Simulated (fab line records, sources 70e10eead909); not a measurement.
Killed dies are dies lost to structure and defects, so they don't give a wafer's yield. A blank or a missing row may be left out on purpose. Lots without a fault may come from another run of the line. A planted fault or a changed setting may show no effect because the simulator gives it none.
Which tool did it? | flow nand_harc | 14 lots, 42 wafers sampled, at 4 steps of a route of 1159

WHAT THE GAUGES READ, wafer by wafer
The record holds no reading of a measuring or inspecting step that can be judged against a usual standard deviation.

WHICH TOOL RAN EACH LOT (tool, then ch and the chambers of the sampled wafers, then the start)
lot  | NHARC_A_BLC_ETCH_16                | NHARC_A_BLC_STRIP_29               | NHARC_A_BLC_CVD_24                       | NHARC_A_M0_PVD_21
L343 | rie_diel-06 ch 1,2,3, day 17 00:26 | rie_diel-06 ch 0,2,3, day 17 01:25 | cvd_w-01 ch 0,1, day 17 10:13 or earlier | pvd_sputter-01, day 17 10:13
L344 | rie_diel-06 ch 0,3, day 17 09:24   | rie_diel-02 ch 0,1,2, day 17 10:32 | cvd_w-02 ch 0,1, day 17 18:38 or earlier | pvd_sputter-02, day 17 18:38
L346 | rie_diel-12 ch 0,1,3, day 17 17:56 | rie_diel-02 ch 0,1, day 17 18:54   | cvd_w-01 ch 0,1, day 18 00:03 or earlier | pvd_sputter-02, day 18 00:03
L347 | rie_diel-12 ch 0,2, day 18 19:52   | rie_diel-06 ch 0,2, day 18 20:50   | cvd_w-01 ch 0,1, day 19 01:29 or earlier | pvd_sputter-03, day 19 01:29
L349 | rie_diel-12 ch 0,3, day 19 01:11   | rie_diel-12 ch 2,3, day 19 02:08   | cvd_w-01 ch 1, day 19 10:22 or earlier   | pvd_sputter-03, day 19 10:22
L351 | rie_diel-12 ch 0,1, day 20 01:00   | rie_diel-06 ch 0,1,2, day 20 01:59 | cvd_w-01 ch 1, day 20 06:10 or earlier   | pvd_sputter-02, day 20 06:10
L355 | rie_diel-06 ch 0,1,2, day 20 13:47 | rie_diel-12 ch 1,2,3, day 20 14:58 | cvd_w-01 ch 0,1, day 20 19:16 or earlier | pvd_sputter-02, day 20 19:16
L357 | rie_diel-02 ch 1,2,3, day 20 15:14 | rie_diel-06 ch 1,2,3, day 20 16:12 | cvd_w-02 ch 0,1, day 20 20:21 or earlier | pvd_sputter-02, day 20 20:21
L361 | rie_diel-12 ch 0,2,3, day 20 21:06 | rie_diel-06 ch 1,2,3, day 20 22:04 | cvd_w-02 ch 0,1, day 21 02:06 or earlier | pvd_sputter-02, day 21 02:06
L362 | rie_diel-06 ch 1,2,3, day 21 17:41 | rie_diel-06 ch 0,1,2, day 21 18:40 | cvd_w-01 ch 0,1, day 22 00:08 or earlier | pvd_sputter-02, day 22 00:08
L363 | rie_diel-12 ch 2,3, day 21 17:58   | rie_diel-12 ch 0,1,2, day 21 18:56 | cvd_w-01 ch 0,1, day 22 00:25 or earlier | pvd_sputter-01, day 22 00:25
L365 | rie_diel-06 ch 1,2,3, day 22 08:37 | rie_diel-06 ch 0,1, day 22 09:35   | cvd_w-01 ch 0,1, day 22 19:49 or earlier | pvd_sputter-02, day 22 19:49
L366 | rie_diel-06 ch 2,3, day 22 13:40   | rie_diel-06 ch 1,2, day 22 14:37   | cvd_w-01 ch 0,1, day 23 01:38 or earlier | pvd_sputter-03, day 23 01:38
L364 | rie_diel-06 ch 0,3, day 22 19:28   | rie_diel-12 ch 0,1,2, day 22 20:27 | cvd_w-02 ch 0,1, day 23 08:58 or earlier | pvd_sputter-01, day 23 08:58
- NHARC_A_BLC_ETCH_16: etches the open film in CF4, target depth 39 nm, time 65 s.
- NHARC_A_BLC_STRIP_29: strips in CF4.
- NHARC_A_BLC_CVD_24: deposits W, target thk 150 nm, time 434 s.
- NHARC_A_M0_PVD_21: deposits Cu, target thk 30 nm, time 20.49 s.

WHAT THE TOOLS THEMSELVES READ (means of the sampled wafers that have a number; where no wafer has one, the mark that the record gives instead)
NHARC_A_BLC_ETCH_16. Usual: cf4_flow_sccm 149.9 sccm, standard deviation 0.43; drypump_motor_current_A 5.5 A, standard deviation 0.45; oes_product_au 1.002 a.u., standard deviation 0.013; rf_vpp_V 151.3 V, standard deviation 1.1; showerhead_plenum_p_Torr 1.77 Torr, standard deviation 0.07; throttle_valve_pct 13.286 %, standard deviation 0.009.
lot  | tool        | cf4_flow_sccm (sccm) | drypump_motor_current_A (A) | oes_product_au (a.u.) | rf_vpp_V (V) | showerhead_plenum_p_Torr (Torr) | throttle_valve_pct (%) | flag
L343 | rie_diel-06 | 149.9                | 5.5                         | 0.999                 | 150.5        | 1.81                            | 13.291                 |
L344 | rie_diel-06 | 149.9                | 5.1                         | 1.012                 | 150.8        | 1.73                            | 13.280                 |
L346 | rie_diel-12 | 149.8                | 5.3                         | 0.996                 | 151.3        | 1.75                            | 13.284                 |
L347 | rie_diel-12 | 149.6                | 6.0                         | 1.005                 | 151.6        | 1.82                            | 13.290                 |
L349 | rie_diel-12 | 149.8                | 5.2                         | 1.005                 | 150.5        | 1.72                            | 13.296                 |
L351 | rie_diel-12 | 149.5                | 5.6                         | 0.993                 | 151.8        | 1.77                            | 13.289                 |
L355 | rie_diel-06 | 149.8                | 5.4                         | 0.997                 | 151.4        | 1.79                            | 13.286                 |
L357 | rie_diel-02 | 149.6                | 6.3                         | 1.002                 | 151.7        | 1.76                            | 13.277                 |
L361 | rie_diel-12 | 150.0                | 5.5                         | 1.008                 | 150.6        | 1.77                            | 13.289                 |
L362 | rie_diel-06 | 150.0                | 5.6                         | 0.996                 | 151.7        | 1.81                            | 13.288                 |
L363 | rie_diel-12 | 149.5                | 5.2                         | 1.002                 | 150.2        | 1.70                            | 13.281                 |
L365 | rie_diel-06 | 149.9                | 5.5                         | 0.996                 | 151.9        | 1.81                            | 13.284                 |
L366 | rie_diel-06 | 150.1                | 5.7                         | 1.004                 | 151.4        | 1.83                            | 13.290                 |
L364 | rie_diel-06 | 149.7                | 5.3                         | 1.010                 | 150.7        | 1.75                            | 13.289                 |

NHARC_A_BLC_STRIP_29. Usual: cf4_flow_sccm 149.9 sccm, standard deviation 0.45; drypump_motor_current_A 5.5 A, standard deviation 0.48; oes_product_au 1.002 a.u., standard deviation 0.012; rf_vpp_V 59.5 V, standard deviation 0.81; showerhead_plenum_p_Torr 1.78 Torr, standard deviation 0.067; throttle_valve_pct 13.283 %, standard deviation 0.0088.
lot  | tool        | cf4_flow_sccm (sccm) | drypump_motor_current_A (A) | oes_product_au (a.u.) | rf_vpp_V (V) | showerhead_plenum_p_Torr (Torr) | throttle_valve_pct (%) | flag
L343 | rie_diel-06 | 150.0                | 5.4                         | 1.004                 | 59.3         | 1.78                            | 13.280                 |
L344 | rie_diel-02 | 149.8                | 6.1                         | 1.010                 | 59.8         | 1.83                            | 13.287                 |
L346 | rie_diel-02 | 149.5                | 6.0                         | 1.003                 | 60.1         | 1.85                            | 13.287                 |
L347 | rie_diel-06 | 149.8                | 5.5                         | 1.016                 | 60.1         | 1.82                            | 13.288                 |
L349 | rie_diel-12 | 149.8                | 5.6                         | 1.020                 | 58.5         | 1.75                            | 13.276                 |
L351 | rie_diel-06 | 149.5                | 5.4                         | 1.005                 | 59.8         | 1.79                            | 13.279                 |
L355 | rie_diel-12 | 150.0                | 5.4                         | 1.003                 | 59.1         | 1.72                            | 13.291                 |
L357 | rie_diel-06 | 149.6                | 5.5                         | 0.990                 | 59.5         | 1.81                            | 13.281                 |
L361 | rie_diel-06 | 149.4                | 5.6                         | 0.993                 | 60.1         | 1.81                            | 13.280                 |
L362 | rie_diel-06 | 149.7                | 5.4                         | 1.008                 | 59.9         | 1.79                            | 13.293                 |
L363 | rie_diel-12 | 150.0                | 5.8                         | 0.995                 | 59.4         | 1.79                            | 13.284                 |
L365 | rie_diel-06 | 150.5                | 5.1                         | 1.008                 | 58.6         | 1.73                            | 13.279                 |
L366 | rie_diel-06 | 149.9                | 5.7                         | 1.011                 | 60.2         | 1.84                            | 13.284                 |
L364 | rie_diel-12 | 149.9                | 5.8                         | 0.988                 | 60.0         | 1.79                            | 13.272                 |

NHARC_A_BLC_CVD_24. Usual: heater_power_w 460 W, standard deviation 26; mfc_wf6_sccm 40.01 sccm, standard deviation 0.13; throttle_valve_pct 7.9 %, standard deviation 0.33.
lot  | tool     | heater_power_w (W) | mfc_wf6_sccm (sccm) | throttle_valve_pct (%) | flag
L343 | cvd_w-01 | 472                | 39.91               | 7.8                    |
L344 | cvd_w-02 | 429                | 40.19               | 7.6                    |
L346 | cvd_w-01 | 462                | 40.02               | 8.1                    |
L347 | cvd_w-01 | 469                | 40.12               | 8.1                    |
L349 | cvd_w-01 | 481                | 40.05               | 7.7                    |
L351 | cvd_w-01 | 486                | 39.97               | 7.7                    |
L355 | cvd_w-01 | 474                | 39.96               | 8.0                    |
L357 | cvd_w-02 | 443                | 39.94               | 8.0                    |
L361 | cvd_w-02 | 421                | 39.92               | 7.9                    |
L362 | cvd_w-01 | 445                | 39.97               | 7.9                    |
L363 | cvd_w-01 | 454                | 39.85               | 7.9                    |
L365 | cvd_w-01 | 457                | 39.90               | 7.8                    |
L366 | cvd_w-01 | 448                | 39.98               | 8.0                    |
L364 | cvd_w-02 | 421                | 40.07               | 8.1                    |

NHARC_A_M0_PVD_21. Usual: cathode_dc_power_W 5000.1 W, standard deviation 0.87; chamber_pressure_pa 4.999 Pa, standard deviation 0.01; throttle_valve_pct 29.9 %, standard deviation 0.98.
lot  | tool           | cathode_dc_power_W (W) | chamber_pressure_pa (Pa) | throttle_valve_pct (%) | flag
L343 | pvd_sputter-01 | 5000.1                 | 5.011                    | 30.0                   |
L344 | pvd_sputter-02 | 5000.0                 | 4.995                    | 30.4                   |
L346 | pvd_sputter-02 | 5000.3                 | 4.997                    | 29.5                   |
L347 | pvd_sputter-03 | 4999.7                 | 5.002                    | 30.9                   |
L349 | pvd_sputter-03 | 5000.5                 | 4.996                    | 30.8                   |
L351 | pvd_sputter-02 | -                      | -                        | -                      | OFF
L355 | pvd_sputter-02 | -                      | -                        | -                      | OFF
L357 | pvd_sputter-02 | 4999.1                 | 4.997                    | 29.8                   |
L361 | pvd_sputter-02 | 4999.8                 | 4.991                    | 30.5                   |
L362 | pvd_sputter-02 | 5001.3                 | 5.000                    | 29.7                   |
L363 | pvd_sputter-01 | 5000.9                 | 4.994                    | 29.2                   |
L365 | pvd_sputter-02 | 4999.5                 | 5.009                    | 29.9                   |
L366 | pvd_sputter-03 | 5000.0                 | 4.996                    | 30.7                   |
L364 | pvd_sputter-01 | 4999.7                 | 5.010                    | 29.7                   |

THE ANSWER, worked out from the rows above alone
Rule: a lot is off if the mean of its wafers that have a number lies more than 3 standard deviations from the usual mean. A lot without any number at a reading at which 4 lots or more have one is off too. The other lots that the step has rows for count as sound. The gauges are gone through in route order, then the tools' own readings, and for those a lot's mean is taken as printed above. The first step at which some lot is off is used, and at that step the reading that is off furthest; a lot without a number counts as furthest.
Off: L351, L355, at NHARC_A_M0_PVD_21 (cathode_dc_power_W). Without a number there: L351, L355.
A tool fits if, at that step or a process step before it, it ran every lot that is off, and no sound lot after the first of them. NHARC_A_BLC_CVD_24 gives no start for some lots, so the hours and the order of its lots are those of NHARC_A_M0_PVD_21. None of those tried fits.

WHAT THE SIMULATOR HAD PUT IN
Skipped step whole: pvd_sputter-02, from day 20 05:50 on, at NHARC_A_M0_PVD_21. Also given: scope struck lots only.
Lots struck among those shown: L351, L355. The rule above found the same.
